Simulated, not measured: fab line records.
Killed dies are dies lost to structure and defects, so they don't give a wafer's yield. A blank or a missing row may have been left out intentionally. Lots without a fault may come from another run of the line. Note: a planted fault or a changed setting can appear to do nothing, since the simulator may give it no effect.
Chamber matching | flow n5_finfet | N5_DUMMY_GATE_ETCH_32 on rie_si-05 has 4 sister chambers
The step etches SiO2 in CF4, target depth 3.5 nm, time 3.9 s. 4 wafers are shown with their chamber, then 7 later ones without.

## WAFERS PAIRED WITH THEIR CHAMBERS
wafer  | chamber | throttle_valve_pct (%)
L075.5 | 2       | 21.42
L088.2 | 0       | 21.85
L089.1 | 1       | 21.46
L089.2 | 3       | 21.94

## WAFERS MISSING THEIR CHAMBER
wafer  | throttle_valve_pct (%)
L089.4 | 21.86
L092.4 | 21.42
L092.5 | 21.93
L092.6 | 21.84
L094.1 | 21.42
L094.2 | 21.93
L094.3 | 21.85

## EACH ONE'S CHAMBER
wafer  | from the rows above | in truth
L089.4 | 0                   | 0
L092.4 | 2                   | 2
L092.5 | 3                   | 3
L092.6 | 0                   | 0
L094.1 | 2                   | 2
L094.2 | 3                   | 3
L094.3 | 0                   | 0
Correctly placed: 7 of 7. From these rows, 0 cannot be placed. Wrongly placed: 0.
How it was worked out, from the rows above alone: a wafer's distance from a chamber is the root of the sum, over the readings, of the square of ((its reading less the chamber's mean) divided by the reading's scatter). If the next closest chamber is less than 2 further off than the closest, the wafer can't be placed; otherwise it belongs to the closest. For every chamber, the mean is computed from those of its wafers that are shown. The scatter (one wafer shown for each chamber): square how far every hidden wafer sits from the nearest shown wafer, average those squares and take the square root.
